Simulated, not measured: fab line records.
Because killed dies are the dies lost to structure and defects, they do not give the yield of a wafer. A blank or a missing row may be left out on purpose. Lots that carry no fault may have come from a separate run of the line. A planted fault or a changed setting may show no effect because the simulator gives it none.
fab line records	flow n5-finfet
[record] lots = 8	wafers = 24	last-day = 17
route steps=1938 shown HKMG_FIN@419 BEOL_M4@1111 PASSIVATION@1936
lots that met no fault: from a run of the same line without faults
start-h: start of the lot's first displayed wafer, in hours after the record's first day	wait-h: how many hours have passed since the lot's step before this one	" unchanged from the row above	L1.1+2: one row covering several wafers at once	- no value, or no start given	* or withheld: withheld	< > ~ a bound
route shown NAME@n: a module of which the file shows steps, and the number in the route of the first	usual: the fault-free wafers' mean and standard deviation	same: alike in all rows	chamber/n: place in a boat	sites: per-site readings	_std_site: the values' standard deviation	_edge_site: inner sites' mean taken away from outer sites' mean	radius-mm: how far each site lies from the wafer's centre	mask NAME#n: copy n	behind: tool/chamber where the wafer was last shaped	hold: cause of the lot's hold/its duration in hours/its outcome	device: whichever transistor did not switch (one of n, p or np)	end of line: at the end of the route, the tests of the same wafers	a step without rows: its recipe alone	killed: not the wafer's yield, but the dies lost to structure and defects at the first sort	map: a wafer's dies, x killed, . not, _ none there
set.NAME: setting as actually run; set.NAME@STEP: the setting as run at that earlier step	model.NAME: the simulator's own value behind a step, which no gauge read
a sample of lots followed through the steps of the route, with each step as a table and each wafer as a row
services: a tool's chamber out of use, with start hour (start-h, from the record's first day; less than 0 if before it), hours out, and reason
[[steps]]
[step N5_HKMG_FIN_ALD_36]
[recipe] material = TiN	target-thk-a = 10	temp-c = 400	ald-precursor-family = TiCl4	ald-co-reactant = NH3	pulse-time-s = 1	purge-time-s = 3	co-reactant-purge-time-s = 2	co-reactant-pulse-time-s = 2	ald-cycles = 47	pressure-torr = 3
[usual] heater-power-w = 949/85	precursor-pulse-height-rel = 0.998/0.022
lot.wafer	tool	chamber	start-h	wait-h	heater-power-w	precursor-pulse-height-rel
L905.2	ald-metal-01	2	116.02	0.0	1010	1.002
L905.3	"	0	"	"	1102	0.960
L905.6	"	1	"	"	810	1.003
L906.3	ald-metal-03	2	123.00	0.0	934	0.989
L906.5	"	0	"	"	920	1.000
L906.6	"	3	"	"	960	1.043
L915.2	ald-metal-01	3	179.68	0.0	941	1.004
L915.4	"	1	"	"	826	1.023
L915.6	"	3	"	"	962	0.965
L916.1	ald-metal-01	1	186.33	0.0	839	1.021
L916.2	"	0	"	"	1115	1.001
L916.3	"	3	"	"	978	1.007
L918.1	ald-metal-01	2	195.19	0.0	976	0.986
L918.4	"	1	"	"	807	0.990
L918.5	"	2	"	"	1000	1.028
L919.2	ald-metal-01	1	200.02	0.0	843	1.009
L919.5	"	3	"	"	942	0.991
L919.6	"	0	"	"	1123	0.998
L920.2	ald-metal-02	1	209.67	0.0	867	0.975
L920.4	"	3	"	"	888	0.993
L920.5	"	3	"	"	890	0.994
L921.3	ald-metal-01	0	215.73	0.0	1113	0.992
L921.4	"	2	"	"	1005	1.010
L921.5	"	0	"	"	1090	0.971
[step N5_HKMG_FIN_ETCH_35]
[recipe] chemistry = N2/H2	target = SOC	target-depth-a = 2158	ion-energy-ev = 65	bias-w = 5	source-w = 3000	time-s = 243.4	pressure-mtorr = 30	n2-flow-sccm = 200	h2-flow-sccm = 200
[usual] bias-w = 5.001/0.016	chamber-pressure-mTorr = 30.00/0.031	drypump-motor-current-A = 5.6/0.38	oes-product-au = 0.79/0.095	rf-fwd-power-W = 2992/11	rf-vpp-V = 141.5/1	run-length-s = 266.9/0.36	showerhead-plenum-p-Torr = 2.52/0.072	throttle-valve-pct = 17.88/0.26
lot.wafer	tool	chamber	start-h	wait-h	bias-w	chamber-pressure-mTorr	drypump-motor-current-A	oes-product-au	rf-fwd-power-W	rf-hours-counter-h	rf-vpp-V	run-length-s	showerhead-plenum-p-Torr	throttle-valve-pct
L905.2	rie-diel-06	2	117.60	0.0	4.999	30.00	5.5	0.73	2983	164	142.6	267.3	2.57	18.31
L905.3	"	3	"	"	-	30.02	5.5	0.89	-	38	140.4	185.7	2.48	17.69
L905.6	"	0	"	"	4.977	29.97	5.7	0.68	2999	-	142.7	266.7	2.52	18.02
L906.3	rie-diel-06	0	125.07	0.0	-	30.02	5.7	0.67	-	235	143.3	185.2	2.52	18.04
L906.5	"	2	"	"	5.023	29.99	5.5	0.73	3004	-	141.3	267.6	2.57	18.31
L906.6	"	3	"	"	4.972	30.02	5.5	0.89	2991	-	140.7	267.2	2.48	17.69
L915.2	rie-diel-02	0	181.23	0.0	5.002	30.00	5.9	0.71	2995	230	140.9	267.0	2.61	17.72
L915.4	"	1	"	"	4.981	30.00	5.6	0.71	2986	198	140.6	266.4	2.41	17.63
L915.6	"	3	"	"	5.002	30.02	5.2	0.89	2967	-	140.6	267.2	2.50	18.13
L916.1	rie-diel-06	1	187.91	0.0	5.018	30.00	6.2	0.89	3008	42	140.1	266.6	2.48	18.00
L916.2	"	2	"	"	4.992	30.01	5.5	0.73	2991	179	142.8	267.5	2.56	18.33
L916.3	"	3	"	"	4.987	29.99	5.5	0.84	2993	67	141.7	267.3	2.47	17.74
L918.1	rie-diel-06	0	196.86	0.0	4.977	30.06	5.7	0.98	3015	2	141.7	266.5	2.51	17.65
L918.4	"	1	"	"	5.009	30.01	6.2	0.88	2986	46	142.0	266.8	2.48	18.01
L918.5	"	0	"	"	4.988	30.02	5.7	0.98	3015	-	141.2	266.6	2.51	17.66
L919.2	rie-diel-06	3	201.57	0.0	5.010	29.99	5.5	0.85	2991	72	141.1	267.3	2.47	17.74
L919.5	"	0	"	"	5.026	30.02	5.7	0.98	2966	-	142.7	266.7	2.51	17.66
L919.6	"	3	"	"	5.025	30.07	5.5	0.85	2990	-	142.0	267.4	2.47	17.75
L920.2	rie-diel-04	1	211.09	0.0	5.023	29.99	5.2	0.75	2993	164	141.0	266.5	2.45	18.43
L920.4	"	0	"	"	5.022	29.99	6.1	0.71	3015	226	143.0	266.6	2.63	17.96
L920.5	"	2	"	"	4.977	29.98	6.0	0.69	2992	-	142.9	266.7	2.49	17.72
L921.3	rie-diel-02	1	217.86	0.0	4.979	29.97	5.6	0.69	2997	212	140.4	266.5	2.40	17.65
L921.4	"	2	"	"	5.019	29.99	4.8	0.73	3000	192	142.9	267.5	2.64	17.87
L921.5	"	1	"	"	4.994	30.03	5.7	0.70	3011	-	139.2	266.3	2.40	17.64
[step N5_HKMG_FIN_ALD_91]
[recipe] material = TiN	target-thk-a = 10	temp-c = 400	ald-precursor-family = TiCl4	ald-co-reactant = NH3	pulse-time-s = 1	purge-time-s = 3	co-reactant-purge-time-s = 2	co-reactant-pulse-time-s = 2	ald-cycles = 47	pressure-torr = 3
[usual] heater-power-w = 948/83	precursor-pulse-height-rel = 1.001/0.021
lot.wafer	tool	chamber	start-h	wait-h	heater-power-w	precursor-pulse-height-rel
L905.2	ald-metal-02	2	118.28	0.3	974	1.021
L905.3	"	0	"	"	875	1.007
L905.6	"	1	"	"	870	1.026
L906.3	ald-metal-03	3	125.77	0.1	963	0.976
L906.5	"	0	"	"	949	1.011
L906.6	"	1	"	"	1081	1.030
L915.2	ald-metal-01	1	181.91	0.3	815	0.950
L915.4	"	2	"	"	996	1.017
L915.6	"	2	"	"	1014	0.981
L916.1	ald-metal-03	2	188.59	0.3	919	1.001
L916.2	"	0	"	"	933	1.020
L916.3	"	1	"	"	1097	0.999
L918.1	ald-metal-03	3	197.54	0.3	946	0.997
L918.4	"	1	"	"	1072	0.974
L918.5	"	3	"	"	964	0.974
L919.2	ald-metal-03	3	202.25	0.3	954	1.012
L919.5	"	0	"	"	911	1.019
L919.6	"	1	"	"	1110	1.019
L920.2	ald-metal-02	3	211.77	0.3	874	0.999
L920.4	"	2	"	"	974	1.021
L920.5	"	2	"	"	981	0.978
L921.3	ald-metal-02	3	218.54	0.1	879	1.013
L921.4	"	2	"	"	959	1.035
L921.5	"	0	"	"	901	0.999
[step N5_HKMG_FIN_ETCH_86]
[recipe] chemistry = N2/H2	target = SOC	target-depth-a = 3932	stop-on = TiN	ion-energy-ev = 100	bias-w = 61	pressure-mtorr = 30	source-w = 850	n2-flow-sccm = 200	h2-flow-sccm = 200
[usual] bias-w = 60.97/0.19	chamber-pressure-mTorr = 30.005/0.025	drypump-motor-current-A = 5.6/0.41	oes-product-au = 0.78/0.082	rf-fwd-power-W = 844/3.1	rf-vpp-V = 240.5/1.2	showerhead-plenum-p-Torr = 2.52/0.075	throttle-valve-pct = 17.86/0.26
lot.wafer	tool	chamber	start-h	wait-h	bias-w	chamber-pressure-mTorr	drypump-motor-current-A	oes-product-au	rf-fwd-power-W	rf-hours-counter-h	rf-vpp-V	showerhead-plenum-p-Torr	throttle-valve-pct
L905.2	rie-diel-06	2	118.62	-	60.98	30.029	5.5	0.76	848	164	240.3	2.57	18.26
L905.3	"	3	"	"	61.06	30.015	5.5	0.89	838	38	239.8	2.48	17.67
L905.6	"	0	"	"	60.85	30.009	5.7	0.67	842	-	239.8	2.52	18.00
L906.3	rie-diel-02	2	126.11	-	61.25	30.012	4.8	0.75	844	161	243.1	2.65	17.80
L906.5	"	0	"	"	61.15	30.036	5.9	0.72	842	-	241.9	2.62	17.65
L906.6	"	1	"	"	60.85	29.998	5.7	0.71	844	-	239.6	2.42	17.57
L915.2	rie-diel-06	2	182.26	-	61.22	30.000	5.5	0.75	844	177	240.0	2.56	18.30
L915.4	"	3	"	"	61.10	29.988	5.5	0.85	843	-	239.6	2.47	17.71
L915.6	"	1	"	"	60.71	30.042	6.2	0.89	844	-	240.8	2.48	17.97
L916.1	rie-diel-06	3	188.99	-	61.07	29.991	5.5	0.85	843	68	239.6	2.47	17.72
L916.2	"	2	"	"	60.86	29.996	5.5	0.74	844	180	240.8	2.56	18.32
L916.3	"	1	"	"	60.94	30.018	6.2	0.88	843	43	241.2	2.48	17.97
L918.1	rie-diel-02	2	197.87	-	60.97	30.024	4.8	0.75	847	184	241.6	2.64	17.83
L918.4	"	2	"	"	60.93	29.989	4.8	0.74	846	-	242.3	2.64	17.84
L918.5	"	1	"	"	61.17	29.966	5.7	0.70	842	-	239.8	2.41	17.61
L919.2	rie-diel-02	3	202.60	-	61.02	29.986	5.2	0.83	849	56	240.5	2.50	18.08
L919.5	"	1	"	"	60.94	30.025	5.7	0.70	841	-	239.2	2.41	17.61
L919.6	"	2	"	"	60.59	30.014	4.8	0.74	845	-	242.2	2.64	17.82
L920.2	rie-diel-02	3	212.18	-	61.00	29.998	5.2	0.84	847	59	240.0	2.50	18.10
L920.4	"	2	"	"	60.66	30.018	4.8	0.74	846	189	242.4	2.64	17.84
L920.5	"	0	"	"	61.15	30.006	5.9	0.70	836	-	241.7	2.61	17.71
L921.3	rie-diel-02	0	218.96	-	61.09	30.013	5.9	0.70	839	242	241.4	2.61	17.70
L921.4	"	3	"	"	61.22	29.999	5.2	0.83	839	61	240.5	2.50	18.10
L921.5	"	2	"	"	60.69	30.016	4.8	0.73	845	-	242.0	2.64	17.83
[step N5_BEOL_M4_RC_MEAS_101]
[usual] DIBL_N = 37.3/2.3	DIBL_P = 37.4/2.9	IOFF_N = 0.18/0.045	IOFF_N_LONG = 5.58e-05/2.4e-06	IOFF_P = 0.25/0.054	ION_N = 679/15	ION_P = 468/9.7	SS_N = 71.8/0.62	SS_P = 73.6/0.76	VT_N = 248/4.1	VT_N_LONG = 274.5/2	VT_N_LVT = 98/4	VT_P = -248/3.6
lot.wafer	tool	chamber	start-h	wait-h	DIBL_N[mV/V]	DIBL_P[mV/V]	IOFF_N[nA/um]	IOFF_N_LONG[nA/um]	IOFF_P[nA/um]	ION_N[uA/um]	ION_P[uA/um]	SS_N[mV/dec]	SS_P[mV/dec]	VT_N[mV]	VT_N_LONG[mV]	VT_N_LVT[mV]	VT_P[mV]
L905.2	prober-01	0	199.46	0.2	35.1	35.3	0.15	6.1e-05	0.22	687	473	71.1	73.1	246	271.6	97	-248
L905.3	"	0	"	"	37.2	38.0	0.09	3.78e-05	0.27	466	472	72.2	73.1	264	292.5	114	-245
L905.6	"	0	"	"	37.0	37.3	0.19	5.98e-05	0.26	687	470	71.5	73.8	245	272.9	96	-247
L906.3	prober-02	0	216.15	0.3	40.4	39.5	0.10	3.49e-05	0.31	440	483	72.6	74.4	268	295.5	118	-243
L906.5	"	0	"	"	38.3	36.6	0.18	5.86e-05	0.26	667	464	71.1	73.6	246	272.0	99	-245
L906.6	"	0	"	"	38.9	38.0	0.20	6.01e-05	0.27	701	481	72.2	73.5	245	272.1	97	-245
L915.2	prober-01	0	270.82	0.2	38.4	39.6	0.22	5.47e-05	0.29	672	459	73.0	74.3	248	273.5	97	-246
L915.4	"	0	"	"	36.5	37.6	0.18	5.63e-05	0.25	695	473	71.3	74.1	248	270.8	97	-246
L915.6	"	0	"	"	37.4	38.9	0.21	5.65e-05	0.28	703	474	71.7	74.2	245	270.7	95	-244
L916.1	prober-01	0	274.23	0.0	38.1	38.7	0.18	5.16e-05	0.23	679	459	72.0	73.5	246	278.4	96	-250
L916.2	"	0	"	"	39.1	39.5	0.20	5.13e-05	0.24	674	458	71.9	73.8	246	273.9	98	-250
L916.3	"	0	"	"	36.4	35.6	0.16	5.3e-05	0.19	685	465	71.9	73.0	249	277.4	99	-252
L918.1	prober-01	0	292.03	0.0	38.4	38.8	0.19	5.66e-05	0.27	677	475	71.7	73.7	246	274.3	96	-244
L918.4	"	0	"	"	36.2	35.8	0.15	5.69e-05	0.22	662	462	71.6	72.5	252	273.1	100	-245
L918.5	"	0	"	"	38.8	39.9	0.20	5.62e-05	0.29	677	469	72.2	73.6	248	273.7	97	-245
L919.2	prober-02	0	295.89	0.2	40.7	41.8	0.23	5.38e-05	0.30	679	467	72.8	73.9	244	273.1	94	-248
L919.5	"	0	"	"	35.8	35.6	0.14	5.39e-05	0.20	662	462	71.7	73.1	252	278.3	103	-252
L919.6	"	0	"	"	39.5	41.2	0.22	5.31e-05	0.28	677	464	73.2	74.6	246	275.7	94	-249
L920.2	prober-01	0	300.67	0.2	38.2	37.6	0.17	5.44e-05	0.22	663	455	72.4	73.6	254	275.5	102	-252
L920.4	"	0	"	"	38.9	41.0	0.22	5.33e-05	0.31	688	470	72.6	74.6	244	274.5	96	-246
L920.5	"	0	"	"	34.8	34.9	0.12	5.48e-05	0.19	654	460	71.5	73.9	257	274.9	107	-251
L921.3	prober-02	0	301.76	0.3	38.2	36.8	0.19	5.81e-05	0.30	680	476	71.5	73.7	246	274.6	98	-242
L921.4	"	0	"	"	37.2	36.0	0.18	5.79e-05	0.26	681	468	71.3	73.0	246	273.9	99	-246
L921.5	"	0	"	"	34.7	33.0	0.13	5.8e-05	0.21	675	472	71.0	72.6	251	276.5	103	-248
[step N5_PASSIVATION_PROBE_49]
[usual] defect-limited-yield = 91.3/1.5	killed_at_M0_to_M3 = 35/8.7	killed_at_M4_up = 14/5.5	killed-at-contacts = 11/5.6	killed-at-front-end = 39/13	killed-at-other = 3.7/2.2	killed-dies = 103/18	killed-open = 69/14	killed-short = 33/7.8	sort_bin_5_function = 5.1/0.99	sort_bin_6_memory = 3.3/0.67	sort_bin_8_speed = 0.02/0.17	sort-n-pass = 1077/18	sort-yield-pct = 91.2/1.5
[same] gross-dies = 1180	killed-at-back-side = 0	sort_bin_4_leakage[%] = 0
lot.wafer	tool	chamber	start-h	wait-h	defect-limited-yield[%]	killed_at_M0_to_M3	killed_at_M4_up	killed-at-contacts	killed-at-front-end	killed-at-other	killed-dies	killed-open	killed-short	sort_bin_5_function[%]	sort_bin_6_memory[%]	sort_bin_8_speed[%]	sort-n-pass	sort-yield-pct[%]
L905.2	prober-01	-	302.85	0.1	92.1	36	9	8	34	6	93	58	34	5.1	2.3	0	1087	92.1
L905.3	prober-01	-	302.90	0.1	91.7	41	16	9	27	5	98	68	30	4.6	3.5	91.69	0	0
L905.6	prober-01	-	303.05	0.3	92.2	27	20	6	32	7	92	66	25	4.6	3.1	0	1088	92.2
L906.3	prober-01	-	312.96	0.1	91.1	28	26	25	21	5	105	70	35	5.6	3.1	91.10	0	0
L906.5	prober-01	-	313.06	0.2	90.9	30	22	14	36	5	107	76	31	5.8	2.8	0	1073	90.9
L906.6	prober-01	-	313.11	0.3	92.5	27	11	21	29	0	88	63	25	4.3	3.0	0	1092	92.5
L916.1	prober-02	-	377.61	0.0	89.4	52	12	12	45	4	125	64	58	5.6	4.6	0	1055	89.4
L916.2	prober-02	-	377.66	0.1	92.6	37	8	9	28	5	87	49	36	4.3	2.8	0	1093	92.6
L916.3	prober-02	-	377.71	0.1	91.0	37	15	20	27	7	106	69	35	5.2	3.4	0	1074	91.0
L915.2	prober-01	-	378.00	0.1	92.4	27	17	8	34	4	90	65	22	4.7	2.7	0	1090	92.4
L915.4	prober-01	-	378.10	0.2	94.7	21	9	5	24	4	63	46	17	3.4	1.7	0	1117	94.7
L915.6	prober-01	-	378.20	0.3	93.0	17	25	10	29	2	83	55	24	4.4	2.5	0	1097	93.0
L921.3	prober-01	-	405.04	0.1	89.2	34	13	15	63	3	128	88	39	6.3	4.4	0	1052	89.2
L921.4	prober-01	-	405.09	0.2	91.2	31	19	8	45	1	104	65	36	5.4	2.9	0	1076	91.2
L921.5	prober-01	-	405.14	0.2	88.8	37	22	20	50	3	132	90	37	6.8	4.3	0	1048	88.8
L918.1	prober-02	-	412.42	0.0	92.3	19	19	12	38	3	91	67	22	4.6	2.7	0	1089	92.3
L918.4	prober-02	-	412.57	0.2	91.5	32	12	12	40	4	100	69	29	4.9	3.1	0	1080	91.5
L918.5	prober-02	-	412.62	0.2	90.3	32	12	16	52	3	115	77	37	5.7	3.6	0	1065	90.3
L919.2	prober-01	-	413.45	0.1	90.9	31	18	18	39	1	107	77	26	5.2	3.6	0	1073	90.9
L919.5	prober-01	-	413.60	0.2	90.7	36	9	25	37	3	110	85	24	5.6	3.5	0	1070	90.7
L919.6	prober-01	-	413.65	0.3	93.3	30	8	12	29	0	79	44	34	3.2	3.1	0	1101	93.3
L920.2	prober-02	-	415.42	0.1	90.4	24	26	7	54	2	113	77	29	5.1	3.9	0	1067	90.4
L920.4	prober-02	-	415.52	0.2	90.8	27	11	7	61	2	108	74	32	5.8	3.1	0	1072	90.8
L920.5	prober-02	-	415.57	0.2	90.4	30	22	10	44	7	113	82	31	6.0	3.3	0	1067	90.4
// killed by level:class
L905.2 DUMMY_GATE:geometric-particle:open=8 BEOL_M0_SAQP:geometric-particle:open=7 MOL_CONTACT_COAG:geometric-particle:open=7 FIN_SAQP:geometric-particle:open=6 BEOL_M0_SAQP:geometric-particle:short=6 BEOL_M2:geometric-particle:open=6 BEOL_M3:geometric-particle:open=6 DUMMY_GATE:geometric-particle:short=5
L905.3 BEOL_M0_SAQP:geometric-particle:open=11 BEOL_M2:geometric-particle:open=8 BEOL_M4:geometric-particle:open=7 DUMMY_GATE:geometric-particle:open=6 MOL_CONTACT_COAG:geometric-particle:open=6 BEOL_M3:geometric-particle:open=6 FIN_SAQP:geometric-particle:open=5 GATE_CUT:geometric-particle:short=4
L905.6 BEOL_M4:geometric-particle:open=10 BEOL_M0_SAQP:geometric-particle:open=8 STI_FIN_REVEAL:geometric-particle:open=6 MOL_CONTACT_COAG:geometric-particle:open=6 DUMMY_GATE:geometric-particle:open=5 BEOL_M3:geometric-particle:open=5 STARTING-WAFER:geometric-particle:short=4 GATE_CUT:geometric-particle:short=4
L906.3 MOL_CONTACT_COAG:geometric-particle:open=19 GATE_CUT:geometric-particle:short=8 BEOL_M1:geometric-particle:open=8 BEOL_M4:geometric-particle:open=8 MOL_CONTACT_COAG:geometric-particle:short=6 BEOL_M0_SAQP:geometric-particle:open=6 BEOL_M0_SAQP:geometric-particle:short=5 BEOL_M7:geometric-particle:open=5
L906.5 BEOL_M2:geometric-particle:open=12 MOL_CONTACT_COAG:geometric-particle:open=10 DUMMY_GATE:geometric-particle:open=7 BEOL_M1:geometric-particle:open=7 STI_FIN_REVEAL:geometric-particle:open=6 BEOL_M5:geometric-particle:open=6 BEOL_M4:geometric-particle:open=5 FIN_SAQP:geometric-particle:short=4
L906.6 MOL_CONTACT_COAG:geometric-particle:open=18 BEOL_M1:geometric-particle:open=11 FIN_SAQP:geometric-particle:short=5 DUMMY_GATE:geometric-particle:open=5 BEOL_M2:geometric-particle:open=5 STI_FIN_REVEAL:geometric-particle:open=4 GATE_CUT:geometric-particle:short=4 BEOL_M1:geometric-particle:short=4
L916.1 BEOL_M0_SAQP:geometric-particle:short=14 MOL_CONTACT_COAG:geometric-particle:open=9 BEOL_M2:geometric-particle:open=9 FIN_SAQP:geometric-particle:short=8 GATE_CUT:geometric-particle:short=8 BEOL_M0_SAQP:geometric-particle:open=7 BEOL_M1:geometric-particle:open=7 BEOL_M3:geometric-particle:open=6
L916.2 BEOL_M0_SAQP:geometric-particle:short=11 BEOL_M0_SAQP:geometric-particle:open=11 STI_FIN_REVEAL:geometric-particle:open=8 MOL_CONTACT_COAG:geometric-particle:open=7 FIN_SAQP:geometric-particle:short=6 BEOL_M2:geometric-particle:open=5 BEOL_M2:geometric-particle:short=4 DUMMY_GATE:geometric-particle:short=3
L916.3 MOL_CONTACT_COAG:geometric-particle:open=15 BEOL_M0_SAQP:geometric-particle:short=12 BEOL_M2:geometric-particle:open=7 BEOL_M4:geometric-particle:open=7 DUMMY_GATE:geometric-particle:open=6 BEOL_M0_SAQP:geometric-particle:open=6 GATE_CUT:geometric-particle:short=5 MOL_CONTACT_COAG:geometric-particle:short=5
L915.2 FIN_SAQP:geometric-particle:short=11 BEOL_M3:geometric-particle:open=11 BEOL_M4:geometric-particle:open=9 FIN_SAQP:geometric-particle:open=6 MOL_CONTACT_COAG:geometric-particle:open=6 STI_FIN_REVEAL:geometric-particle:open=5 BEOL_M0_SAQP:geometric-particle:open=5 BEOL_M2:geometric-particle:open=5
L915.4 FIN_SAQP:geometric-particle:short=7 STI_FIN_REVEAL:geometric-particle:open=7 BEOL_M0_SAQP:geometric-particle:open=7 BEOL_M1:geometric-particle:open=6 BEOL_M4:geometric-particle:open=6 MOL_CONTACT_COAG:geometric-particle:open=5 BEOL_M3:geometric-particle:open=5 STARTING-WAFER:geometric-particle:short=4
L915.6 BEOL_M4:geometric-particle:open=15 MOL_CONTACT_COAG:geometric-particle:open=9 GATE_CUT:geometric-particle:short=8 STI_FIN_REVEAL:geometric-particle:open=7 BEOL_M3:geometric-particle:open=6 BEOL_M4:geometric-particle:short=4 STARTING-WAFER:geometric-particle:open=4 GATE_CUT:geometric-particle:open=3
L921.3 FIN_SAQP:geometric-particle:open=25 MOL_CONTACT_COAG:geometric-particle:open=14 STI_FIN_REVEAL:geometric-particle:open=13 FIN_SAQP:geometric-particle:short=12 BEOL_M0_SAQP:geometric-particle:open=12 BEOL_M3:geometric-particle:open=6 BEOL_M0_SAQP:geometric-particle:short=5 BEOL_M4:geometric-particle:open=5
L921.4 FIN_SAQP:geometric-particle:open=12 BEOL_M0_SAQP:geometric-particle:short=7 BEOL_M4:geometric-particle:open=7 MOL_CONTACT_COAG:geometric-particle:open=6 GATE_CUT:geometric-particle:short=5 BEOL_M0_SAQP:geometric-particle:open=5 BEOL_M0:geometric-particle:short=5 GATE_CUT:geometric-particle:open=4
L921.5 FIN_SAQP:geometric-particle:open=16 MOL_CONTACT_COAG:geometric-particle:open=15 FIN_SAQP:geometric-particle:short=12 BEOL_M0_SAQP:geometric-particle:open=11 BEOL_M4:geometric-particle:open=10 STI_FIN_REVEAL:geometric-particle:open=10 BEOL_M1:geometric-particle:open=7 BEOL_M0_SAQP:geometric-particle:short=5
L918.1 STI_FIN_REVEAL:geometric-particle:open=15 BEOL_M4:geometric-particle:open=13 MOL_CONTACT_COAG:geometric-particle:open=11 DUMMY_GATE:geometric-particle:open=9 BEOL_M1:geometric-particle:open=6 FIN_SAQP:geometric-particle:open=4 BEOL_M0_SAQP:geometric-particle:open=4 FIN_SAQP:geometric-particle:short=3
L918.4 MOL_CONTACT_COAG:geometric-particle:open=12 FIN_SAQP:geometric-particle:short=10 BEOL_M0_SAQP:geometric-particle:open=9 STI_FIN_REVEAL:geometric-particle:open=7 BEOL_M2:geometric-particle:open=7 DUMMY_GATE:geometric-particle:open=6 SPACER0:geometric-particle:open=6 BEOL_M0_SAQP:geometric-particle:short=6
L918.5 STI_FIN_REVEAL:geometric-particle:open=16 MOL_CONTACT_COAG:geometric-particle:open=16 BEOL_M3:geometric-particle:open=8 GATE_CUT:geometric-particle:open=5 BEOL_M2:geometric-particle:open=5 BEOL_M0_SAQP:geometric-particle:short=5 BEOL_M0_SAQP:geometric-particle:open=5 FIN_SAQP:geometric-particle:open=4
L919.2 MOL_CONTACT_COAG:geometric-particle:open=16 BEOL_M4:geometric-particle:open=11 FIN_SAQP:geometric-particle:open=8 BEOL_M3:geometric-particle:open=8 BEOL_M2:geometric-particle:open=7 DUMMY_GATE:geometric-particle:open=5 GATE_CUT:geometric-particle:short=4 FIN_SAQP:geometric-particle:short=4
L919.5 MOL_CONTACT_COAG:geometric-particle:open=21 FIN_SAQP:geometric-particle:open=17 BEOL_M3:geometric-particle:open=11 BEOL_M2:geometric-particle:open=8 BEOL_M4:geometric-particle:open=6 FIN_SAQP:geometric-particle:short=5 SPACER0:geometric-particle:open=4 MOL_CONTACT_COAG:geometric-particle:short=4
L919.6 BEOL_M0_SAQP:geometric-particle:short=10 MOL_CONTACT_COAG:geometric-particle:open=8 BEOL_M3:geometric-particle:open=7 FIN_SAQP:geometric-particle:open=5 FIN_SAQP:geometric-particle:short=5 STARTING-WAFER:geometric-particle:short=5 STI_FIN_REVEAL:geometric-particle:open=4 MOL_CONTACT_COAG:geometric-particle:short=4
L920.2 FIN_SAQP:geometric-particle:open=20 BEOL_M4:geometric-particle:open=10 FIN_SAQP:geometric-particle:short=8 BEOL_M3:geometric-particle:open=7 MOL_CONTACT_COAG:geometric-particle:open=6 HKMG_FIN:area-etch=5 STI_FIN_REVEAL:geometric-particle:open=4 BEOL_M2:geometric-particle:open=4
L920.4 STI_FIN_REVEAL:geometric-particle:open=29 DUMMY_GATE:geometric-particle:open=6 MOL_CONTACT_COAG:geometric-particle:open=6 BEOL_M1:geometric-particle:open=5 BEOL_M3:geometric-particle:open=5 BEOL_M3:geometric-particle:short=5 BEOL_M4:geometric-particle:open=5 STARTING-WAFER:geometric-particle:short=5
L920.5 BEOL_M4:geometric-particle:open=16 STI_FIN_REVEAL:geometric-particle:open=14 MOL_CONTACT_COAG:geometric-particle:open=10 FIN_SAQP:geometric-particle:open=9 GATE_CUT:geometric-particle:short=9 BEOL_M1:geometric-particle:open=9 BEOL_M0_SAQP:geometric-particle:short=7 BEOL_M0_SAQP:geometric-particle:open=6
[[services]]
tool	chamber	start-h	hours	kind
ald-metal-03	-	95.11	6.0	pm
rie-diel-06	2	148.52	29.0	repair
rie-diel-02	3	166.84	4.9	repair
rie-diel-02	-	177.25	2.8	pm
rie-diel-06	0	177.60	-	clean
rie-diel-06	0	177.60	-	consumable-replace:focus-ring
rie-diel-06	0	177.60	13.5	scheduled-down
rie-diel-06	0	177.60	13.5	vent-cycle
ald-metal-02	-	178.07	6.0	pm
rie-diel-04	2	179.58	5.0	repair
rie-diel-02	0	197.42	3.8	repair
[[key]]
[first-sign] step = N5_HKMG_FIN_ETCH_35	reading = run-length-s	direction = down	sigmas = 99+	usual = *	struck = *
[effect] step = N5_BEOL_M4_RC_MEAS_101	reading = ION_N	direction = down	sigmas = 15	usual = 679	struck = 453
[effect] step = N5_BEOL_M4_RC_MEAS_101	reading = VT_N_LONG	direction = up	sigmas = 9.7	usual = 274.5	struck = 294.0
[effect] step = N5_BEOL_M4_RC_MEAS_101	reading = IOFF_N_LONG	direction = down	sigmas = 8.1	usual = 5.58e-05	struck = 3.64e-05
[effect] step = N5_BEOL_M4_RC_MEAS_101	reading = VT_N_LVT	direction = up	sigmas = 4.4	usual = 98	struck = 116
[effect] step = N5_BEOL_M4_RC_MEAS_101	reading = VT_N	direction = up	sigmas = 4.2	usual = 248	struck = 266
[effect] step = N5_PASSIVATION_PROBE_49	reading = sort_bin_8_speed	direction = up	sigmas = 99+	usual = 0.02	struck = 91.40
met-at N5_HKMG_FIN_ETCH_35
struck-lots L905,L906
struck-wafers L905.3,L906.3
not-acting-at N5_HKMG_FIN_ALD_36,N5_HKMG_FIN_ALD_91,N5_HKMG_FIN_ETCH_86
[fault] kind = process-parameter-drift	tool = rie-diel-06	chamber = -	onset-h = 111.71	steps = N5_HKMG_FIN_ETCH_35	channel = time-s	offset = *	shape = step	end-h = 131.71	scope = struck-wafers-only	acts-in = *	stated = *
